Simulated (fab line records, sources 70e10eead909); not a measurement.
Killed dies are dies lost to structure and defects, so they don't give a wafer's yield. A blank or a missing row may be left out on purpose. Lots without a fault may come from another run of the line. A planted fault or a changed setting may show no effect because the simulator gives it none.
Chamber matching | flow nand_harc | NHARC_A_WL_FILL_ETCHBACK_26 on rie_si-05: 4 sister chambers
The step etches the open film in HBr, target depth 52 nm, time 13.3 s. 4 wafers are shown with their chamber, then 9 later ones without.

WAFERS WITH THEIR CHAMBER
wafer  | chamber | oes_product_au (a.u.)
L084.1 | 0       | 0.998
L087.2 | 1       | 0.996
L087.3 | 3       | 1.006
L087.4 | 2       | 1.015

WAFERS WITHOUT THEIR CHAMBER
wafer  | oes_product_au (a.u.)
L089.1 | 1.009
L089.3 | 0.998
L089.4 | 1.010
L090.4 | 0.999
L090.5 | 0.999
L090.6 | 1.004
L095.1 | 0.989
L095.4 | 0.997
L095.5 | 0.994

WHICH CHAMBER EACH WENT THROUGH
wafer  | from the rows above          | in truth
L089.1 | can't be placed: 3 or 2      | 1
L089.3 | can't be placed: 0 or 1      | 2
L089.4 | can't be placed: 3 or 2      | 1
L090.4 | can't be placed: 0 or 1 or 3 | 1
L090.5 | can't be placed: 0 or 1 or 3 | 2
L090.6 | can't be placed: 3 or 0 or 1 | 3
L095.1 | can't be placed: 1 or 0      | 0
L095.4 | can't be placed: 0 or 1      | 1
L095.5 | can't be placed: 1 or 0      | 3
Placed correctly: 0 of 9. Can't be placed from these rows: 9 (the true chamber is among the candidates in 4). Placed wrongly: 0.
How it was worked out, from the rows above alone: a wafer's distance from a chamber is the root of the sum, over the readings, of the square of ((its reading less the chamber's mean) divided by the reading's scatter). The wafer belongs to the nearest chamber; if the next one is less than 2 further off, it can't be placed. A chamber's mean is the mean of its shown wafers. The scatter: with one shown wafer a chamber, the root of the mean of the squares of how far each hidden wafer lies from its nearest shown one.
